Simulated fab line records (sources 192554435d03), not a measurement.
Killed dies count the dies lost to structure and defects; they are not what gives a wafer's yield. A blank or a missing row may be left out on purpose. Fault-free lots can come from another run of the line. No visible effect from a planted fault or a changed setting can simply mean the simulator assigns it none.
Chamber matching / flow n5 finfet / N5_BEOL_M12_ILD_DEP_00 on pecvd-04 has 3 sister chambers
The step deposits SiOC from DEMS/O2, target thk 658.92 nm, time 130.7 s. 6 wafers are shown with their chamber, then 8 later ones without.

## EACH WAFER AND ITS CHAMBER
wafer=L075.5; chamber=2; throttle valve pct (%)=13.2; heater power w (W)=418
wafer=L080.3; chamber=0; throttle valve pct (%)=11.7; heater power w (W)=686
wafer=L085.2; chamber=1; throttle valve pct (%)=12.3; heater power w (W)=356
wafer=L085.3; chamber=0; throttle valve pct (%)=11.9; heater power w (W)=673
wafer=L085.6; chamber=2; throttle valve pct (%)=13.4; heater power w (W)=433
wafer=L087.1; chamber=1; throttle valve pct (%)=12.4; heater power w (W)=360

## WAFERS WHOSE CHAMBER IS MISSING
wafer=L087.2; throttle valve pct (%)=12.0; heater power w (W)=730
wafer=L087.3; throttle valve pct (%)=13.4; heater power w (W)=463
wafer=L087.4; throttle valve pct (%)=12.0; heater power w (W)=585
wafer=L087.5; throttle valve pct (%)=12.3; heater power w (W)=386
wafer=L087.6; throttle valve pct (%)=13.5; heater power w (W)=485
wafer=L096.1; throttle valve pct (%)=12.5; heater power w (W)=387
wafer=L096.4; throttle valve pct (%)=13.4; heater power w (W)=502
wafer=L096.6; throttle valve pct (%)=12.6; heater power w (W)=416

## THE CHAMBER EACH PASSED THROUGH
wafer=L087.2; from the rows above=0; in truth=0
wafer=L087.3; from the rows above=2; in truth=2
wafer=L087.4; from the rows above=0; in truth=0
wafer=L087.5; from the rows above=1; in truth=1
wafer=L087.6; from the rows above=2; in truth=2
wafer=L096.1; from the rows above=1; in truth=1
wafer=L096.4; from the rows above=2; in truth=2
wafer=L096.6; from the rows above=can't be placed: 2 or 1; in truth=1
Correctly placed: 7 of 8. Can't be placed from these rows: 1 (the true chamber is among the candidates in 1). 0 placed wrongly.
How it was worked out, from the rows above alone: a wafer's distance from a chamber is the root of the sum, over the readings, of the square of ((its reading less the chamber's mean) divided by the reading's scatter). The wafer belongs to the nearest chamber; if the next one is less than 2 further off, it can't be placed. Each chamber's mean is taken over the wafers shown for it. The scatter is the square root of a quotient: the sum, over the shown wafers, of each reading's squared deviation from its chamber's mean, divided by wafers minus chambers.
